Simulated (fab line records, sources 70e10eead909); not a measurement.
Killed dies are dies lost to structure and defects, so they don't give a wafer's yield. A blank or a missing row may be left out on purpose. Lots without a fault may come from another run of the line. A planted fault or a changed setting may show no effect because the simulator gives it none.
A struck lot beside a sound one | flow nand_harc | 24 steps out of a route of 1302
Sound: wafers L631.1, L631.3, L631.4. Struck: wafers L628.1, L628.3, L628.6. The cause comes at the end.
At each step with rows: each side's tool, then ch and its chambers, then its first start. Under that, the readings that differ: sound wafers | struck wafers | difference of the means | sigmas: that difference in standard deviations of wafers without a fault.
alike: readings whose means differ by less than 2 such deviations, and words and numbers that are the same on both sides. not compared: withheld readings, readings that some wafer has no value for, bounds like >300 that may hide the same value, and numbers for which the record gives no deviation and whose values overlap.
The two part at a step that has a row with sigmas, a row that says differs or no value, or rows on one side only. Numbers that don't overlap but have no deviation are shown without sigmas and don't part them. A reading that every wafer of one side lacks parts them only if that side has two wafers or more.

first, 1 step without rows for these wafers: NHARC_A_WL_FILL_SRD_14.
NHARC_A_WL_FILL_ALD_19: deposits TiN, target thk 2 nm, pulse time 3 s, ald cycles 100.
  sound on ald_metal-01 ch 0,1,2, day 28 08:19; struck on ald_metal-04 ch 1,3, day 26 01:07
  alike: heater_power_w, precursor_pulse_height_rel
then, 1 step without rows for these wafers: NHARC_A_WL_FILL_CVD_20 (deposits W, target thk 100 nm, time 74 s).
NHARC_A_WL_FILL_CMP_12: polishes, t overpolish 30 s, target thk 100 nm.
  sound on cmp-02 ch 1,2,3, day 28 08:52; struck on cmp-01 ch 1,2,3, day 26 01:32
  reading                      | sound             | struck            | difference | sigmas
  retaining_ring_pressure_frac | 0.995 0.991 0.995 | 1.008 1.000 1.003 | +0.010     | +2
  alike: motor_current_A, overpolish_run_s, slurry_flow_ml_min, time_to_endpoint_s
then, 1 step without rows for these wafers: NHARC_A_WL_FILL_SRD_31.
NHARC_A_WL_FILL_INSPECT_15:
  sound on defect_inspect-02, day 28 09:19; struck on defect_inspect-02, day 26 02:01
  alike: raw_defect_count
NHARC_A_CONTACT_DEP_24: deposits SiO2, target thk 500 nm.
  sound on pecvd-02 ch 0,2, day 28 09:23; struck on pecvd-03 ch 0,1,2, day 26 02:08
  alike: flow_sccm, heater_power_w, throttle_valve_pct
NHARC_A_CONTACT_DEP_28: deposits aC, target thk 7000 nm.
  sound on acl_dep-01 ch 0, day 28 10:11; struck on acl_dep-01 ch 0, day 26 03:07
  alike: throttle_valve_pct
NHARC_A_CONTACT_DEP_29: deposits SiON, target thk 100 nm.
  sound on pecvd-03 ch 0,2, day 28 14:27; struck on pecvd-01 ch 0,1,2, day 26 07:25
  alike: heater_power_w
then, 10 steps without rows for these wafers: NHARC_A_CONTACT_DEHYDRATE_32 (time 120 s); NHARC_A_CONTACT_HMDS_33 (time 30 s); NHARC_A_CONTACT_COAT_34 (time 75 s); NHARC_A_CONTACT_COAT_35 (time 65 s); NHARC_A_CONTACT_COAT_36 (resist thk 90 nm); NHARC_A_CONTACT_SOFTBAKE_37 (time 55 s); NHARC_A_CONTACT_EBR_38; NHARC_A_CONTACT_EXPOSE_39 (exposes mask A CC 3); NHARC_A_CONTACT_PEB_40 (peb time 65 s); NHARC_A_CONTACT_DEVELOP_41 (develop time 35 s).
NHARC_A_CONTACT_CD_MEAS_42: target cd 300 nm.
  sound on cd_sem-03 ch 0, day 28 15:10; struck on cd_sem-01 ch 0, day 26 08:08
  alike: cd_nm
NHARC_A_CONTACT_OVL_MEAS_43:
  sound on overlay-02, day 28 15:15; struck on overlay-02, day 26 08:13
  alike: overlay_x_nm, overlay_y_nm
NHARC_A_CONTACT_INSPECT_44:
  sound on defect_inspect-01, day 28 15:17; struck on defect_inspect-01, day 26 08:16
  reading          | sound       | struck      | difference | sigmas
  raw_defect_count | 143 149 143 | 694 640 642 | +514       | +13
NHARC_A_CONTACT_DESCUM_47: chemistry O2, time 3 s.
  sound on rie_diel-13 ch 0,1,3, day 28 15:21; struck on rie_diel-08 ch 1,3, day 26 08:20
  reading               | sound             | struck            | difference | sigmas
  oes_product_au (a.u.) | 1.012 1.020 1.019 | 1.002 0.975 0.996 | -0.026     | -2
  alike: drypump_motor_current_A, rf_vpp_V, showerhead_plenum_p_Torr, throttle_valve_pct
  not compared: rf_hours_counter_h
-- the record jumps here: 3 days lie between the struck wafers' starts before and after (it left off in module A_CONTACT and takes up again in module END, whose first step shown is number 1302 of the route) --
NHARC_END_SORT_01:
  the record has rows for the struck wafers here (prober-02 ch 0, day 29 06:55) and none for the sound ones

WHERE THEY PART
First at NHARC_A_WL_FILL_CMP_12; last, within this record, at NHARC_END_SORT_01.

WHY: what the simulator had put in
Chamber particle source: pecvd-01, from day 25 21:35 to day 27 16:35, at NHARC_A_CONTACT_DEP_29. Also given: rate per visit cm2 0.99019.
